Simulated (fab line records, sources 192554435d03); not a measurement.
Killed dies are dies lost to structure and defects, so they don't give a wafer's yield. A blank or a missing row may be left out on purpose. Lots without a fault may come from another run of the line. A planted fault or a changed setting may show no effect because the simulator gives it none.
Chamber matching | flow n5_finfet | N5_GATE_CUT_HM_OPEN_40 on rie_diel-03: 4 sister chambers
The step chemistry C4F6/O2, target SiO2, target depth 139 nm, time 85.1 s. 18 wafers are shown with their chamber, then 9 later ones without.

WAFERS WITH THEIR CHAMBER
wafer  | chamber | showerhead_plenum_p_Torr (Torr) | drypump_motor_current_A (A) | throttle_valve_pct (%)
L080.1 | 1       | 2.96                            | 6.34                        | 20.56
L080.2 | 0       | 2.91                            | 5.62                        | 20.72
L080.3 | 3       | 2.76                            | 5.47                        | 21.01
L085.2 | 3       | 2.76                            | 5.47                        | 21.03
L085.3 | 0       | 2.91                            | 5.65                        | 20.73
L085.4 | 2       | 3.03                            | 5.70                        | 20.66
L086.1 | 3       | 2.76                            | 5.46                        | 21.04
L086.2 | 2       | 3.03                            | 5.70                        | 20.64
L086.3 | 0       | 2.90                            | 5.64                        | 20.73
L087.1 | 0       | 2.90                            | 5.62                        | 20.75
L087.4 | 2       | 3.03                            | 5.72                        | 20.65
L087.5 | 3       | 2.76                            | 5.46                        | 21.04
L088.1 | 2       | 3.03                            | 5.72                        | 20.66
L088.3 | 3       | 2.76                            | 5.46                        | 21.05
L088.6 | 0       | 2.90                            | 5.62                        | 20.75
L089.3 | 0       | 2.90                            | 5.65                        | 20.75
L089.4 | 3       | 2.76                            | 5.45                        | 21.03
L089.6 | 2       | 3.03                            | 5.71                        | 20.65

SIGNATURES (means of the wafers above)
reading                  | chamber 0 | chamber 1 | chamber 2 | chamber 3 | scatter within a chamber
showerhead_plenum_p_Torr | 2.9033    | 2.9600    | 3.0300    | 2.7600    | 0.00309
drypump_motor_current_A  | 5.6333    | 6.3400    | 5.7100    | 5.4617    | 0.0114
throttle_valve_pct       | 20.7383   | 20.5600   | 20.6520   | 21.0333   | 0.0122
Rule: a wafer's distance from a chamber is the root of the sum, over the readings, of the square of ((its reading less the chamber's mean) divided by the reading's scatter). The wafer belongs to the nearest chamber; if the next one is less than 2 further off, it can't be placed. The scatter: the root of (the sum of the squares of (reading less its chamber's mean) over the shown wafers, divided by (wafers less chambers)).

WAFERS WITHOUT THEIR CHAMBER
wafer  | showerhead_plenum_p_Torr (Torr) | drypump_motor_current_A (A) | throttle_valve_pct (%)
L090.2 | 2.90                            | 5.61                        | 20.73
L090.4 | 2.95                            | 6.32                        | 20.59
L090.6 | 2.90                            | 5.64                        | 20.74
L094.3 | 2.90                            | 5.62                        | 20.75
L094.4 | 2.75                            | 5.47                        | 21.06
L094.5 | 2.95                            | 6.32                        | 20.61
L097.2 | 2.75                            | 5.45                        | 21.05
L097.3 | 2.89                            | 5.63                        | 20.75
L097.5 | 2.75                            | 5.46                        | 21.06

WHICH CHAMBER EACH WENT THROUGH
wafer  | from the rows above | in truth
L090.2 | 0                   | 0
L090.4 | 1                   | 1
L090.6 | 0                   | 0
L094.3 | 0                   | 0
L094.4 | 3                   | 3
L094.5 | 1                   | 1
L097.2 | 3                   | 3
L097.3 | 0                   | 0
L097.5 | 3                   | 3
Placed correctly: 9 of 9. Can't be placed from these rows: 0. Placed wrongly: 0.
